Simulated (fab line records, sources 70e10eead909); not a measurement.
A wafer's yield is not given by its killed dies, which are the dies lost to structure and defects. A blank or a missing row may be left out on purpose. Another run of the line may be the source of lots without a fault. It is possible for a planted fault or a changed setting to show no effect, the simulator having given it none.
fab line records + flow nand-harc
[record]
- lots = 7
- wafers = 20
- last-day = 29
route steps=1302 shown A_BLC@1119 END@1302
lots that met no fault: taken from a fault-free run of the same line
start-h: the number of hours between the record's first day and the start of the first shown wafer of the lot + wait-h: hours elapsed since this lot's preceding step + " as in the row above + L1.1+2: one row covering several wafers at once + - value missing, or start not given + * or withheld: withheld + < > ~ a bound
route shown NAME@n: NAME is a module with steps in the file, n the number in the route of the first one + usual: mean and standard deviation over wafers with no fault + same: alike in all rows + chamber/n: place in a boat + sites: readings site by site + _std_site: how widely they spread, as a standard deviation + _edge_site: the outer-site mean with the inner-site mean subtracted + radius-mm: how far each site lies from the wafer's centre + mask NAME#n: copy n + behind: the tool/chamber that last shaped the wafer + hold: the reason the lot was held/the length of the hold in hours/how it ended + device: transistor that didn't switch, given as n, p or np + end of line: tests of these same wafers at the route's end + a step given without rows: its recipe and nothing more + killed: dies lost to structure and defects at the first sort, not the wafer's yield + map: a wafer's dies, marking killed ones x, the rest . and places with no die _
set.NAME: the setting the step ran with; set.NAME@STEP: the setting that earlier step ran with + model.NAME: the simulator's own value behind a step, which no gauge read
certain route steps with their lots: each step a table, each wafer a row
services: when a tool's chamber went out of use (start-h, in hours from the record's first day, below 0 if earlier), for how many hours, and the reason
[[steps]]
[step NHARC_A_BLC_INSPECT_12]
[usual]
- raw-defect-count = 93/49
| lot.wafer | tool              | chamber | start-h | wait-h | raw-defect-count |
|-----------|-------------------|---------|---------|--------|------------------|
| L631.3    | defect-inspect-01 | -       | 517.61  | 0.0    | 113              |
| L631.4    | "                 | -       | "       | "      | 99               |
| L631.5    | "                 | -       | "       | "      | 125              |
| L630.3    | defect-inspect-02 | -       | 522.47  | 0.0    | 148              |
| L630.4    | "                 | -       | "       | "      | 145              |
| L630.5    | "                 | -       | "       | "      | 167              |
| L634.1    | defect-inspect-02 | -       | 549.32  | 0.0    | 153              |
| L634.3    | "                 | -       | "       | "      | 171              |
| L634.4    | "                 | -       | "       | "      | 154              |
| L635.1    | defect-inspect-01 | -       | 560.40  | 0.0    | 152              |
| L635.5    | "                 | -       | "       | "      | 152              |
| L635.6    | "                 | -       | "       | "      | 153              |
| L636.3    | defect-inspect-02 | -       | 571.60  | 0.0    | 29               |
| L636.5    | "                 | -       | "       | "      | 16               |
| L643.3    | defect-inspect-01 | -       | 653.78  | 0.0    | 53               |
| L643.4    | "                 | -       | "       | "      | 43               |
| L643.6    | "                 | -       | "       | "      | 66               |
| L644.2    | defect-inspect-02 | -       | 656.36  | 0.0    | 67               |
| L644.5    | "                 | -       | "       | "      | 55               |
| L644.6    | "                 | -       | "       | "      | 57               |
[step NHARC_A_BLC_DESCUM_15]
[recipe]
- time-s = 3
- o2-flow-sccm = 200
- ar-flow-sccm = 0
- bias-power-w = 0
- chemistry = O2
[usual]
- drypump-motor-current-A = 5.7/0.37
- oes-product-au = 1.005/0.013
- rf-vpp-V = 58.0/0.89
- showerhead-plenum-p-Torr = 1.97/0.068
- throttle-valve-pct = 11.312/0.0086
[same]
- bias-power-w = 0
| lot.wafer | tool        | chamber | start-h | wait-h | drypump-motor-current-A | oes-product-au | rf-hours-counter-h | rf-vpp-V | showerhead-plenum-p-Torr | throttle-valve-pct |
|-----------|-------------|---------|---------|--------|-------------------------|----------------|--------------------|----------|--------------------------|--------------------|
| L631.3    | rie-diel-11 | 0       | 517.69  | 0.1    | 5.9                     | 1.003          | 7.1                | 58.4     | 2.04                     | 11.287             |
| L631.4    | "           | 1       | "       | "      | 5.1                     | 1.006          | 6.2                | 58.0     | 1.83                     | 11.315             |
| L631.5    | "           | 2       | "       | "      | 5.6                     | 0.986          | -                  | 58.3     | 2.02                     | 11.301             |
| L630.3    | rie-diel-11 | 1       | 522.53  | 0.1    | 5.1                     | 1.021          | 7.1                | 56.6     | 1.83                     | 11.318             |
| L630.4    | "           | 3       | "       | "      | 5.8                     | 0.979          | 7.9                | 58.1     | 1.90                     | 11.307             |
| L630.5    | "           | 1       | "       | "      | 5.2                     | 1.031          | -                  | 56.5     | 1.83                     | 11.315             |
| L634.1    | rie-diel-07 | 2       | 549.39  | 0.1    | 5.5                     | 0.993          | 3.3                | 58.8     | 1.96                     | 11.302             |
| L634.3    | "           | 3       | "       | "      | 5.7                     | 1.009          | 2.8                | 59.2     | 2.05                     | 11.320             |
| L634.4    | "           | 0       | "       | "      | 6.5                     | 1.003          | 3.2                | 58.0     | 2.04                     | 11.303             |
| L635.1    | rie-diel-07 | 3       | 560.49  | 0.1    | 5.7                     | 1.011          | 3.6                | 57.7     | 2.05                     | 11.293             |
| L635.6    | "           | 1       | "       | "      | 6.0                     | 1.004          | -                  | 57.2     | 1.94                     | 11.308             |
| L635.5    | "           | 3       | "       | "      | 5.7                     | 1.013          | -                  | 57.6     | 2.05                     | 11.310             |
| L636.3    | rie-diel-07 | 0       | 571.68  | 0.1    | 6.5                     | 1.011          | 4.3                | 56.8     | 2.04                     | 11.301             |
| L636.5    | "           | 2       | "       | "      | 5.5                     | 0.994          | -                  | 57.6     | 1.96                     | 11.295             |
| L643.4    | rie-diel-11 | 2       | 653.85  | 0.1    | 5.6                     | 0.986          | 2.9                | 60.1     | 2.02                     | 11.322             |
| L643.3    | "           | 0       | "       | "      | 5.9                     | 0.997          | 3.2                | 57.9     | 2.03                     | 11.317             |
| L643.6    | "           | 2       | "       | "      | 5.5                     | 0.995          | -                  | 58.4     | 2.02                     | 11.319             |
| L644.2    | rie-diel-11 | 3       | 656.43  | 0.1    | 5.8                     | 1.025          | 3.6                | 57.8     | 1.90                     | 11.321             |
| L644.5    | "           | 2       | "       | "      | 5.6                     | 1.016          | -                  | 58.2     | 2.02                     | 11.303             |
| L644.6    | "           | 3       | "       | "      | 5.8                     | 1.016          | -                  | 55.9     | 1.90                     | 11.304             |
[step NHARC_A_BLC_ETCH_16]
[recipe]
- target-depth-a = 390
- over-etch-frac = 0.3
- time-s = 65
- ion-energy-ev = 80
- cf4-flow-sccm = 150
- ar-flow-sccm = 0
- rf-w = 300
- bias-w = 100
- chemistry = CF4
[usual]
- drypump-motor-current-A = 5.7/0.39
- oes-product-au = 1.005/0.014
- rf-vpp-V = 151.8/1
- showerhead-plenum-p-Torr = 1.82/0.061
- throttle-valve-pct = 13.283/0.01
| lot.wafer | tool        | chamber | start-h | wait-h | drypump-motor-current-A | oes-product-au | rf-hours-counter-h | rf-vpp-V | showerhead-plenum-p-Torr | throttle-valve-pct |
|-----------|-------------|---------|---------|--------|-------------------------|----------------|--------------------|----------|--------------------------|--------------------|
| L631.4    | rie-diel-11 | 1       | 517.76  | 0.1    | 5.1                     | 1.021          | 6.2                | 149.5    | 1.70                     | 13.284             |
| L631.3    | "           | 3       | "       | "      | 5.8                     | 0.989          | 7.0                | 150.7    | 1.76                     | 13.273             |
| L631.5    | "           | 0       | "       | "      | 5.9                     | 0.997          | -                  | 153.1    | 1.87                     | 13.295             |
| L630.3    | rie-diel-11 | 2       | 522.61  | 0.1    | 5.6                     | 0.980          | 8.9                | 152.4    | 1.86                     | 13.315             |
| L630.4    | "           | 1       | "       | "      | 5.1                     | 1.021          | 7.1                | 151.1    | 1.70                     | 13.293             |
| L630.5    | "           | 3       | "       | "      | 5.7                     | 0.982          | -                  | 151.7    | 1.76                     | 13.290             |
| L634.1    | rie-diel-07 | 0       | 549.46  | 0.1    | 6.5                     | 1.000          | 3.2                | 153.8    | 1.88                     | 13.303             |
| L634.4    | "           | 1       | "       | "      | 5.9                     | 0.992          | 3.8                | 152.2    | 1.79                     | 13.277             |
| L634.3    | "           | 2       | "       | "      | 5.5                     | 1.007          | 3.3                | 152.4    | 1.81                     | 13.282             |
| L635.1    | rie-diel-07 | 2       | 560.57  | 0.1    | 5.4                     | 1.011          | 4.0                | 152.1    | 1.81                     | 13.307             |
| L635.5    | "           | 2       | "       | "      | 5.5                     | 0.996          | -                  | 150.9    | 1.81                     | 13.290             |
| L635.6    | "           | 3       | "       | "      | 5.7                     | 1.000          | -                  | 151.8    | 1.88                     | 13.274             |
| L636.3    | rie-diel-07 | 0       | 571.75  | 0.1    | 6.5                     | 1.019          | 4.3                | 151.2    | 1.88                     | 13.281             |
| L636.5    | "           | 2       | "       | "      | 5.4                     | 1.004          | -                  | 151.4    | 1.81                     | 13.285             |
| L643.4    | rie-diel-11 | 0       | 653.93  | 0.1    | 5.9                     | 1.005          | 3.2                | 152.7    | 1.87                     | 13.284             |
| L643.3    | "           | 2       | "       | "      | 5.6                     | 1.001          | 2.9                | 152.7    | 1.86                     | 13.287             |
| L643.6    | "           | 1       | "       | "      | 5.1                     | 1.001          | -                  | 150.3    | 1.69                     | 13.273             |
| L644.2    | rie-diel-11 | 3       | 656.52  | 0.1    | 5.7                     | 1.020          | 3.7                | 151.0    | 1.76                     | 13.298             |
| L644.6    | "           | 1       | "       | "      | 5.1                     | 1.012          | -                  | 150.4    | 1.69                     | 13.269             |
| L644.5    | "           | 2       | "       | "      | 5.6                     | 0.996          | -                  | 151.7    | 1.86                     | 13.271             |
[step NHARC_A_BLC_ETCH_17]
[recipe]
- target-depth-a = 3900
- over-etch-frac = 0.25
- time-s = 609.38
- ion-energy-ev = 200
- n2-flow-sccm = 150
- h2-flow-sccm = 150
- ar-flow-sccm = 0
- rf-w = 400
- bias-w = 150
- chemistry = N2/H2
[step NHARC_A_BLC_ETCH_18]
[recipe]
- target-depth-a = 9100
- c4f8-flow-sccm = 20
- o2-flow-sccm = 10
- ar-flow-sccm = withheld
- rf-w = 600
- bias-w = 1500
- chemistry = C4F8/O2/Ar
[step NHARC_A_BLC_CD_MEAS_19]
[usual]
- cd-nm = 99/3.2
| lot.wafer | tool      | chamber | start-h | wait-h | cd-nm |
|-----------|-----------|---------|---------|--------|-------|
| L631.3    | cd-sem-02 | -       | 518.64  | -      | 105   |
| L631.4    | "         | -       | "       | "      | 101   |
| L631.5    | "         | -       | "       | "      | 104   |
| L630.3    | cd-sem-02 | -       | 523.50  | -      | 103   |
| L630.4    | "         | -       | "       | "      | 104   |
| L630.5    | "         | -       | "       | "      | 104   |
| L634.1    | cd-sem-02 | -       | 550.34  | -      | 102   |
| L634.3    | "         | -       | "       | "      | 102   |
| L634.4    | "         | -       | "       | "      | 92    |
| L635.1    | cd-sem-01 | -       | 561.61  | -      | 93    |
| L635.5    | "         | -       | "       | "      | 102   |
| L635.6    | "         | -       | "       | "      | 97    |
| L636.3    | cd-sem-01 | -       | 572.62  | -      | 101   |
| L636.5    | "         | -       | "       | "      | 101   |
| L643.3    | cd-sem-02 | -       | 654.82  | -      | 94    |
| L643.4    | "         | -       | "       | "      | 100   |
| L643.6    | "         | -       | "       | "      | 100   |
| L644.2    | cd-sem-02 | -       | 657.39  | -      | 101   |
| L644.5    | "         | -       | "       | "      | 100   |
| L644.6    | "         | -       | "       | "      | 96    |
[step NHARC_A_BLC_STRIP_29]
[recipe]
- cf4-flow-sccm = 150
- ar-flow-sccm = 0
- bias-w = 0
- chemistry = CF4
[usual]
- drypump-motor-current-A = 5.8/0.38
- oes-product-au = 1.005/0.014
- rf-vpp-V = 59.7/0.9
- showerhead-plenum-p-Torr = 1.82/0.064
- throttle-valve-pct = 13.284/0.0091
| lot.wafer | tool        | chamber | start-h | wait-h | drypump-motor-current-A | oes-product-au | rf-hours-counter-h | rf-vpp-V | showerhead-plenum-p-Torr | throttle-valve-pct |
|-----------|-------------|---------|---------|--------|-------------------------|----------------|--------------------|----------|--------------------------|--------------------|
| L631.3    | rie-diel-12 | 3       | 518.71  | 0.1    | 5.6                     | 1.008          | 14                 | 60.1     | 1.78                     | 13.290             |
| L631.4    | "           | 1       | "       | "      | 5.7                     | 1.007          | 18                 | 59.6     | 1.68                     | 13.284             |
| L631.5    | "           | 0       | "       | "      | 6.1                     | 0.998          | -                  | 59.8     | 1.80                     | 13.281             |
| L630.4    | rie-diel-07 | 0       | 523.59  | 0.1    | 6.5                     | 1.020          | 2                  | 60.9     | 1.88                     | 13.279             |
| L630.3    | "           | 1       | "       | "      | 5.9                     | 1.005          | 2                  | 60.5     | 1.79                     | 13.302             |
| L630.5    | "           | 3       | "       | "      | 5.7                     | 1.015          | -                  | 60.6     | 1.88                     | 13.285             |
| L634.4    | rie-diel-07 | 0       | 550.41  | 0.1    | 6.5                     | 1.010          | 4                  | 58.6     | 1.88                     | 13.276             |
| L634.1    | "           | 1       | "       | "      | 5.9                     | 0.993          | 4                  | 59.7     | 1.79                     | 13.282             |
| L634.3    | "           | 2       | "       | "      | 5.4                     | 0.998          | 4                  | 59.7     | 1.81                     | 13.290             |
| L635.1    | rie-diel-11 | 2       | 561.71  | 0.1    | 5.5                     | 0.992          | 12                 | 59.6     | 1.86                     | 13.289             |
| L635.5    | "           | 3       | "       | "      | 5.7                     | 0.995          | -                  | 58.1     | 1.76                     | 13.294             |
| L635.6    | "           | 0       | "       | "      | 5.9                     | 0.997          | -                  | 58.8     | 1.87                     | 13.298             |
| L636.3    | rie-diel-11 | 2       | 572.69  | 0.1    | 5.5                     | 0.991          | 13                 | 59.7     | 1.86                     | 13.291             |
| L636.5    | "           | 3       | "       | "      | 5.7                     | 0.994          | -                  | 60.5     | 1.76                     | 13.281             |
| L643.3    | rie-diel-11 | 1       | 654.91  | 0.1    | 5.1                     | 1.005          | 4                  | 60.6     | 1.69                     | 13.292             |
| L643.4    | "           | 2       | "       | "      | 5.5                     | 1.005          | 3                  | 59.2     | 1.86                     | 13.280             |
| L643.6    | "           | 0       | "       | "      | 5.9                     | 0.997          | -                  | 62.0     | 1.87                     | 13.280             |
| L644.2    | rie-diel-07 | 2       | 657.50  | 0.1    | 5.4                     | 1.021          | 0                  | 59.1     | 1.80                     | 13.277             |
| L644.6    | "           | 3       | "       | "      | 5.7                     | 0.972          | -                  | 60.5     | 1.88                     | 13.273             |
| L644.5    | "           | 0       | "       | "      | 6.5                     | 1.019          | -                  | 59.8     | 1.88                     | 13.282             |
[step NHARC_A_BLC_STRIP_21]
[recipe]
- o2-flow-sccm = 500
- ar-flow-sccm = 0
- bias-w = 0
- chemistry = O2
[step NHARC_A_BLC_STRIP_22]
[recipe]
- time-s = 600
- temp-c = 30
- chemistry = post-etch-residue-remover
[step NHARC_A_BLC_DEGAS_30]
[recipe]
- temp-c = 300
- time-s = 60
[usual]
- heater-power-w = 497/43
| lot.wafer | tool           | chamber | start-h | wait-h | heater-power-w |
|-----------|----------------|---------|---------|--------|----------------|
| L631.4    | pvd-sputter-02 | -       | 519.25  | -      | 438            |
| L631.3    | "              | -       | "       | "      | 558            |
| L631.5    | "              | -       | "       | "      | 503            |
| L630.3    | pvd-sputter-03 | -       | 524.09  | -      | 378            |
| L630.4    | "              | -       | "       | "      | 477            |
| L630.5    | "              | -       | "       | "      | 380            |
| L634.1    | pvd-sputter-03 | -       | 550.94  | -      | 481            |
| L634.3    | "              | -       | "       | "      | 522            |
| L634.4    | "              | -       | "       | "      | 372            |
| L635.1    | pvd-sputter-01 | -       | 562.22  | -      | 525            |
| L635.6    | "              | -       | "       | "      | 536            |
| L635.5    | "              | -       | "       | "      | 495            |
| L636.3    | pvd-sputter-01 | -       | 573.23  | -      | 529            |
| L636.5    | "              | -       | "       | "      | 493            |
| L643.3    | pvd-sputter-02 | -       | 655.48  | -      | 524            |
| L643.4    | "              | -       | "       | "      | 443            |
| L643.6    | "              | -       | "       | "      | 539            |
| L644.2    | pvd-sputter-03 | -       | 658.01  | -      | 524            |
| L644.5    | "              | -       | "       | "      | 373            |
| L644.6    | "              | -       | "       | "      | 478            |
[step NHARC_A_BLC_PRE_CLEAN_31]
[recipe]
- time-s = 15
- bias-v = 250
- gas = Ar
[step NHARC_A_BLC_PVD_32]
[recipe]
- target-thk-a = 50
- chamber-pressure-pa = 5
- power-w = 5000
- substrate-temp-c = 200
- time-s = 17.7
- material = Ti
[step NHARC_A_BLC_ALD_23]
[recipe]
- target-thk-a = 30
- pulse-time-s = 1
- ald-cycles = 150
- temp-c = 450
- material = TiN
[usual]
- ald-cycles = 150/0
- heater-power-outer-w = 700/60
- heater-power-w = 1082/81
- precursor-pulse-height-rel = 1.001/0.018
| lot.wafer | tool         | chamber | start-h | wait-h | ald-cycles | heater-power-outer-w | heater-power-w | precursor-pulse-height-rel |
|-----------|--------------|---------|---------|--------|------------|----------------------|----------------|----------------------------|
| L631.4    | ald-metal-03 | 0       | 519.47  | -      | 150        | 691                  | 1089           | 1.022                      |
| L631.3    | "            | 2       | "       | "      | 150        | 756                  | 1116           | 1.019                      |
| L631.5    | "            | 0       | "       | "      | 150        | 706                  | 1082           | 1.026                      |
| L630.4    | ald-metal-03 | 3       | 524.33  | -      | 150        | 662                  | 1025           | 1.020                      |
| L630.3    | "            | 2       | "       | "      | 150        | 774                  | 1149           | 1.030                      |
| L630.5    | "            | 0       | "       | "      | 150        | 719                  | 1097           | 0.997                      |
| L634.3    | ald-metal-03 | 1       | 551.20  | -      | 74         | 692                  | 1090           | 0.977                      |
| L634.4    | "            | 2       | "       | "      | 150        | 765                  | 1126           | 0.988                      |
| L634.1    | "            | 3       | "       | "      | 150        | 674                  | 1027           | 1.009                      |
| L635.1    | ald-metal-03 | 1       | 562.45  | -      | 150        | 690                  | 1090           | 0.998                      |
| L635.5    | "            | 1       | "       | "      | 74         | 694                  | 1092           | 1.007                      |
| L635.6    | "            | 2       | "       | "      | 150        | 747                  | 1152           | 0.964                      |
| L636.3    | ald-metal-03 | 1       | 573.48  | -      | 74         | 692                  | 1064           | 1.004                      |
| L636.5    | "            | 0       | "       | "      | 74         | 706                  | 1080           | 1.007                      |
| L643.3    | ald-metal-02 | 0       | 655.75  | -      | 150        | 688                  | 1121           | 1.010                      |
| L643.4    | "            | 1       | "       | "      | 150        | 703                  | 1012           | 0.991                      |
| L643.6    | "            | 2       | "       | "      | 150        | 662                  | 960            | 1.002                      |
| L644.2    | ald-metal-03 | 1       | 658.23  | -      | 150        | 698                  | 1149           | 1.032                      |
| L644.6    | "            | 1       | "       | "      | 150        | 674                  | 1114           | 1.007                      |
| L644.5    | "            | 0       | "       | "      | 150        | 759                  | 1137           | 0.971                      |
[step NHARC_A_BLC_CVD_24]
[recipe]
- target-thk-a = 1500
- temp-c = 300
- pressure-torr = 40
- wf6-flow-sccm = 40
- h2-flow-sccm = 1600
- ar-flow-sccm = 1560
- time-s = 434
- material = W
[usual]
- heater-power-outer-w = 226/20
- heater-power-w = 420/29
- throttle-valve-pct = 7.8/0.3
| lot.wafer | tool     | chamber | start-h | wait-h | heater-power-outer-w | heater-power-w | throttle-valve-pct |
|-----------|----------|---------|---------|--------|----------------------|----------------|--------------------|
| L631.3    | cvd-w-01 | 0       | -       | -      | 199                  | 384            | 8.0                |
| L631.4    | "        | 1       | "       | "      | 235                  | 419            | 7.7                |
| L631.5    | "        | 1       | "       | "      | 238                  | 411            | 7.5                |
| L630.3    | cvd-w-01 | 0       | -       | -      | 202                  | 386            | 7.8                |
| L630.4    | "        | 1       | "       | "      | 233                  | 408            | 7.7                |
| L630.5    | "        | 1       | "       | "      | 236                  | 415            | 7.8                |
| L634.1    | cvd-w-02 | 0       | -       | -      | 228                  | 441            | 7.4                |
| L634.3    | "        | 0       | "       | "      | 223                  | 443            | 7.3                |
| L634.4    | "        | 1       | "       | "      | 267                  | 494            | 8.1                |
| L635.1    | cvd-w-01 | 0       | -       | -      | 199                  | 393            | 7.7                |
| L635.6    | "        | 0       | "       | "      | 206                  | 377            | 7.7                |
| L635.5    | "        | 1       | "       | "      | 235                  | 415            | 8.3                |
| L636.3    | cvd-w-01 | 0       | -       | -      | 206                  | 385            | 7.9                |
| L636.5    | "        | 0       | "       | "      | 203                  | 390            | 7.7                |
| L643.4    | cvd-w-02 | 1       | -       | -      | 244                  | 456            | 8.0                |
| L643.3    | "        | 0       | "       | "      | 219                  | 451            | 7.3                |
| L643.6    | "        | 0       | "       | "      | 220                  | 446            | 7.4                |
| L644.2    | cvd-w-01 | 1       | -       | -      | 238                  | 421            | 8.0                |
| L644.5    | "        | 1       | "       | "      | 244                  | 418            | 7.9                |
| L644.6    | "        | 0       | "       | "      | 205                  | 392            | 7.7                |
[step NHARC_END_SORT_01]
[recipe]
- temp-c = 25
[usual]
- killed-at-array = 63/27
- killed-at-other = 0.7/1.2
- killed-at-periphery = 3.1/2
- killed-dies = 67/28
- killed-open = 3.0/1.9
- killed-short = 2.2/1.5
[same]
- gross-dies = 677
| lot.wafer | tool      | chamber | start-h | wait-h | killed-at-array | killed-at-other | killed-at-periphery | killed-dies | killed-open | killed-short |
|-----------|-----------|---------|---------|--------|-----------------|-----------------|---------------------|-------------|-------------|--------------|
| L630.3    | prober-01 | 0       | 572.53  | 3.1    | 95              | 1               | 1                   | 97          | 0           | 6            |
| L630.4    | prober-01 | 0       | 573.34  | 3.4    | 98              | 0               | 2                   | 100         | 3           | 0            |
| L630.5    | prober-01 | 0       | 574.16  | 3.8    | 78              | 0               | 0                   | 78          | 2           | 1            |
| L634.3    | prober-01 | 0       | 591.34  | 3.1    | 675             | 0               | 2                   | 677         | 3           | 2            |
| L635.5    | prober-01 | 0       | 608.74  | 3.7    | 671             | 1               | 5                   | 677         | 2           | 4            |
| L636.3    | prober-02 | 0       | 617.31  | 3.1    | 674             | 0               | 3                   | 677         | 3           | 1            |
| L636.5    | prober-02 | 0       | 618.89  | 3.7    | 676             | 0               | 1                   | 677         | 4           | 6            |
// killed by level:class
L630.3 A_CHANNEL_HOLE_D1:chamber-film-flake=31 A_CHANNEL_HOLE_D2:chamber-film-flake=31 A_SLIT:chamber-film-flake=18 A_CHANNEL_FILL_D2:chamber-film-flake=6 A_CONTACT:chamber-film-flake=3 A_ONON_D2:geometric-particle:short=2 A_CHANNEL_FILL_D1:geometric-particle:short=1 A_DECK1_JOINT:geometric-particle:short=1
L630.4 A_CHANNEL_HOLE_D1:chamber-film-flake=29 A_SLIT:chamber-film-flake=27 A_CHANNEL_HOLE_D2:chamber-film-flake=27 A_CHANNEL_FILL_D2:chamber-film-flake=6 P_STI:chamber-film-flake=2 A_STAIRCASE:chamber-film-flake=2 A_WL_FILL:chamber-film-flake=2 A_CONTACT:chamber-film-flake=2
L630.5 A_SLIT:chamber-film-flake=29 A_CHANNEL_HOLE_D1:chamber-film-flake=27 A_CHANNEL_HOLE_D2:chamber-film-flake=13 A_CHANNEL_FILL_D2:chamber-film-flake=3 A_CONTACT:chamber-film-flake=2 A_CHANNEL_HOLE_D2:geometric-particle:short=1 A_CONTACT:geometric-particle:open=1 A_M1:geometric-particle:open=1
L634.3 A_BLC:area-ald=588 A_SLIT:chamber-film-flake=30 A_CHANNEL_HOLE_D1:chamber-film-flake=23 A_CHANNEL_HOLE_D2:chamber-film-flake=22 A_CONTACT:chamber-film-flake=3 A_STAIRCASE:chamber-film-flake=2 P_M0:geometric-particle:short=1 A_ONON_D1:geometric-particle:open=1
L635.5 A_BLC:area-ald=569 A_SLIT:chamber-film-flake=32 A_CHANNEL_HOLE_D1:chamber-film-flake=30 A_CHANNEL_HOLE_D2:chamber-film-flake=29 P_GATE:chamber-film-flake=3 A_CONTACT:chamber-film-flake=3 A_ONON_D2:geometric-particle:short=2 P_CONTACT:geometric-particle:open=1
L636.3 A_BLC:area-ald=648 A_CHANNEL_HOLE_D2:chamber-film-flake=12 A_CHANNEL_HOLE_D1:chamber-film-flake=6 P_M0:geometric-particle:open=1 A_CHANNEL_FILL_D1:geometric-particle:short=1 A_CHANNEL_HOLE_D2:geometric-particle:open=1 A_SGD_CUT:geometric-particle:open=1 P_GATE:chamber-film-flake=1
L636.5 A_BLC:area-ald=654 A_CHANNEL_HOLE_D2:chamber-film-flake=8 A_CHANNEL_HOLE_D2:geometric-particle:short=2 A_CHANNEL_FILL_D1:geometric-particle:short=1 A_DECK1_JOINT:geometric-particle:short=1 A_CHANNEL_HOLE_D2:geometric-particle:open=1 A_CHANNEL_FILL_D2:geometric-particle:open=1 A_SGD_CUT:geometric-particle:short=1
// map L634.3 (x killed, . not)
____________x____________
_________xxxxxxx_________
_______xxxxxxxxxxx_______
______xxxxxxxxxxxxx______
_____xxxxxxxxxxxxxxx_____
____xxxxxxxxxxxxxxxxx____
____xxxxxxxxxxxxxxxxx____
___xxxxxxxxxxxxxxxxxxx___
___xxxxxxxxxxxxxxxxxxx___
__xxxxxxxxxxxxxxxxxxxxx__
__xxxxxxxxxxxxxxxxxxxxx__
_xxxxxxxxxxxxxxxxxxxxxxx_
_xxxxxxxxxxxxxxxxxxxxxxx_
_xxxxxxxxxxxxxxxxxxxxxxx_
_xxxxxxxxxxxxxxxxxxxxxxx_
_xxxxxxxxxxxxxxxxxxxxxxx_
xxxxxxxxxxxxxxxxxxxxxxxxx
xxxxxxxxxxxxxxxxxxxxxxxxx
xxxxxxxxxxxxxxxxxxxxxxxxx
xxxxxxxxxxxxxxxxxxxxxxxxx
xxxxxxxxxxxxxxxxxxxxxxxxx
_xxxxxxxxxxxxxxxxxxxxxxx_
_xxxxxxxxxxxxxxxxxxxxxxx_
_xxxxxxxxxxxxxxxxxxxxxxx_
_xxxxxxxxxxxxxxxxxxxxxxx_
_xxxxxxxxxxxxxxxxxxxxxxx_
__xxxxxxxxxxxxxxxxxxxxx__
__xxxxxxxxxxxxxxxxxxxxx__
___xxxxxxxxxxxxxxxxxxx___
___xxxxxxxxxxxxxxxxxxx___
____xxxxxxxxxxxxxxxxx____
____xxxxxxxxxxxxxxxxx____
_____xxxxxxxxxxxxxxx_____
______xxxxxxxxxxxxx______
_______xxxxxxxxxxx_______
_________xxxxxxx_________
____________x____________
// map L635.5 (x killed, . not)
____________x____________
_________xxxxxxx_________
_______xxxxxxxxxxx_______
______xxxxxxxxxxxxx______
_____xxxxxxxxxxxxxxx_____
____xxxxxxxxxxxxxxxxx____
____xxxxxxxxxxxxxxxxx____
___xxxxxxxxxxxxxxxxxxx___
___xxxxxxxxxxxxxxxxxxx___
__xxxxxxxxxxxxxxxxxxxxx__
__xxxxxxxxxxxxxxxxxxxxx__
_xxxxxxxxxxxxxxxxxxxxxxx_
_xxxxxxxxxxxxxxxxxxxxxxx_
_xxxxxxxxxxxxxxxxxxxxxxx_
_xxxxxxxxxxxxxxxxxxxxxxx_
_xxxxxxxxxxxxxxxxxxxxxxx_
xxxxxxxxxxxxxxxxxxxxxxxxx
xxxxxxxxxxxxxxxxxxxxxxxxx
xxxxxxxxxxxxxxxxxxxxxxxxx
xxxxxxxxxxxxxxxxxxxxxxxxx
xxxxxxxxxxxxxxxxxxxxxxxxx
_xxxxxxxxxxxxxxxxxxxxxxx_
_xxxxxxxxxxxxxxxxxxxxxxx_
_xxxxxxxxxxxxxxxxxxxxxxx_
_xxxxxxxxxxxxxxxxxxxxxxx_
_xxxxxxxxxxxxxxxxxxxxxxx_
__xxxxxxxxxxxxxxxxxxxxx__
__xxxxxxxxxxxxxxxxxxxxx__
___xxxxxxxxxxxxxxxxxxx___
___xxxxxxxxxxxxxxxxxxx___
____xxxxxxxxxxxxxxxxx____
____xxxxxxxxxxxxxxxxx____
_____xxxxxxxxxxxxxxx_____
______xxxxxxxxxxxxx______
_______xxxxxxxxxxx_______
_________xxxxxxx_________
____________x____________
[[services]]
| tool           | chamber | start-h | hours | kind   |
|----------------|---------|---------|-------|--------|
| pvd-sputter-02 | -       | 500.99  | 3.1   | repair |
| pvd-sputter-02 | -       | 509.15  | 2.1   | repair |
| rie-diel-11    | 2       | 512.38  | 2.8   | repair |
| pvd-sputter-03 | -       | 526.00  | 10.0  | pm     |
| pvd-sputter-02 | -       | 528.03  | 5.3   | repair |
| rie-diel-12    | 0       | 537.58  | 4.4   | repair |
| cvd-w-01       | -       | 547.00  | 13.0  | pm     |
| rie-diel-07    | -       | 553.94  | 0.2   | repair |
| rie-diel-07    | 0       | 556.27  | 7.9   | repair |
| pvd-sputter-03 | -       | 570.01  | 1.0   | repair |
| ald-metal-02   | 1       | 572.26  | 1.6   | repair |
| pvd-sputter-01 | -       | 582.00  | 10.0  | pm     |
| ald-metal-03   | -       | 585.10  | 10.0  | pm     |
| rie-diel-11    | 3       | 601.21  | 6.4   | repair |
| rie-diel-07    | 0       | 603.09  | 6.5   | repair |
| rie-diel-11    | -       | 609.50  | 9.0   | pm     |
| ald-metal-02   | -       | 610.00  | 10.0  | pm     |
| rie-diel-07    | 3       | 617.93  | 2.6   | repair |
| rie-diel-12    | -       | 623.76  | 9.0   | pm     |
| cvd-w-01       | -       | 625.24  | 0.3   | repair |
| cvd-w-02       | -       | 631.00  | 13.0  | pm     |
| pvd-sputter-02 | -       | 638.05  | 10.0  | pm     |
| rie-diel-07    | -       | 648.39  | 9.0   | pm     |
| ald-metal-03   | 2       | 655.23  | 27.8  | repair |
[[key]]
[first-sign]
- step = NHARC_A_BLC_ALD_23
- reading = ald-cycles
- direction = down
- sigmas = 99+
- usual = 150
- struck = 74
[effect]
- step = NHARC_END_SORT_01
- reading = killed-at-array
- direction = up
- sigmas = 22
- usual = 63
- struck = 674
[more-kills-born-at]
- NHARC_A_BLC_ALD_23@ald-metal-03 = 2459
met-at NHARC_A_BLC_ALD_23
struck-wafers L634.3,L635.5,L636.3,L636.5
later-rows-left-out L634.3,L635.5,L636.3,L636.5
tester-left-out L634,L635,L636
onset-between 524.33 551.20
[fault]
- kind = process-parameter-drift
- tool = ald-metal-03
- chamber = -
- onset-h = 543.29
- steps = NHARC_A_BLC_ALD_23
- channel = ald-cycles
- offset = -76
- shape = step
- end-h = 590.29
- scope = struck-wafers-only
- acts-in = these-recipes-only
- stated = 150
// tester-left-out: of these lots the tester's yield and bins aren't shown, on N5 and GAA mostly nor the transistor test; their killed dies are dies lost to structure and defects alone, not to doping, threshold or leakage, so they don't give the yield
// later-rows-left-out: the simulator's readings of these wafers behind a module that went badly wrong aren't trusted and aren't shown, but for the sort
